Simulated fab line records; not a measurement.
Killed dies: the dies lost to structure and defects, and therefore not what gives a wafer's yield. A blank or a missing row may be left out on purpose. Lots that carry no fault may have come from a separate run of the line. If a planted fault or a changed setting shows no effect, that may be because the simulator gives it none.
8D (eight disciplines) problem report, filled in by code	flow n5-finfet	the parts of the form that need people (team, actions taken, sign-off) are left out

== 1. WHAT IS WRONG ==
susceptor-temp-C at N5_HKMG_FIN_PWFM_ALD_03 reads a mean of 390.74 C on 2 wafers of 2 lots; wafers without a fault read 399.98 C with a standard deviation of 0.2. Relative to the usual mean, that is a shift of -46 standard deviations.
The step: deposits TiN, target thk 2 nm, pulse time 1 s, purge time 3 s.
Earliest sighting: wafer L783.4 on ald-metal-02 at day 5 09:25. Wafers with a number at this step in the record: 29, from 10 lots. The rule behind "out" and "out of limits": a value lying over 4 standard deviations away from the usual mean. The other wafers with a number count as sound.

== 2. WHAT IT IS, AND WHAT IT ISN'T ==
question	is	is not
which readings at this step	susceptor-temp-C	heater-power-w, precursor-pulse-height-rel
which lots	L783, L790	L778, L779, L781, L785, L791, L799, L800, L801
which wafers of those lots	L783.4, L790.1	L783.3, L783.6, L790.4, L790.5
read on which tools	ald-metal-02	ald-metal-03, ald-metal-04
when	from day 5 09:25	up to then (11 sound wafers); but 16 sound wafers of L785, L790, L791, L799, L800, L801 came after

== 3. SUSPECTS, AND WHAT RULES EACH OUT ==
Counting: if a tool at a process step up to the reading ran every lot that is out, it stays a suspect. Sound lots after the first of them don't rule it out here, since some wafers of a struck lot are sound.
- ald-metal-02 at N5_HKMG_FIN_PWFM_ALD_03 (deposits TiN, target thk 2 nm, pulse time 1 s, purge time 3 s): kept. Every lot that is out went through it, the first being L783 (day 5 09:25); the last sound lot it ran before that was L779 (day 4 06:32). On those wafers its own readings are out: susceptor-temp-C.
- In ald-metal-02 at N5_HKMG_FIN_PWFM_ALD_03, the wafers that are out were processed in chamber 0 and their sound lot-mates in chambers 1, 2, 3.
Remaining after the count: ald-metal-02 at N5_HKMG_FIN_PWFM_ALD_03.

== 4. THE CAUSE (what the simulator had put in) ==
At N5_HKMG_FIN_PWFM_ALD_03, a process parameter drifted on ald-metal-02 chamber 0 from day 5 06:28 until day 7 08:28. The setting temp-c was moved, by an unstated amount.
This tool alone remained once counting was done.

== 5. SEQUENCE OF EFFECTS, ordered by route ==
Each row: a reading whose mean over the struck wafers that have a number lies more than 3 standard deviations from the usual. Readings are gone through only where the record gives a usual standard deviation; hours: the median, over the lots, of the time from a lot's start at the first step in this table giving one to that lot's start at this step; sigmas: the change measured in usual standard deviations.
hours	step	reading	usual	on struck wafers	change	sigmas
0	N5_HKMG_FIN_PWFM_ALD_03	susceptor-temp-C	399.98 C	390.74	-9.24	-46
The process steps in it:
- N5_HKMG_FIN_PWFM_ALD_03: deposits TiN, target thk 2 nm, pulse time 1 s, purge time 3 s.
Later steps that measure or inspect, where all struck wafers having a row at the step show a number for every such reading and not one has moved that far: N5_BEOL_M4_RC_MEAS_101.

== 6. WHAT WOULD HAVE CAUGHT IT SOONER ==
3 hours passed between the start of the fault at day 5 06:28 and the first reading out of limits in this record, taken at day 5 09:25.
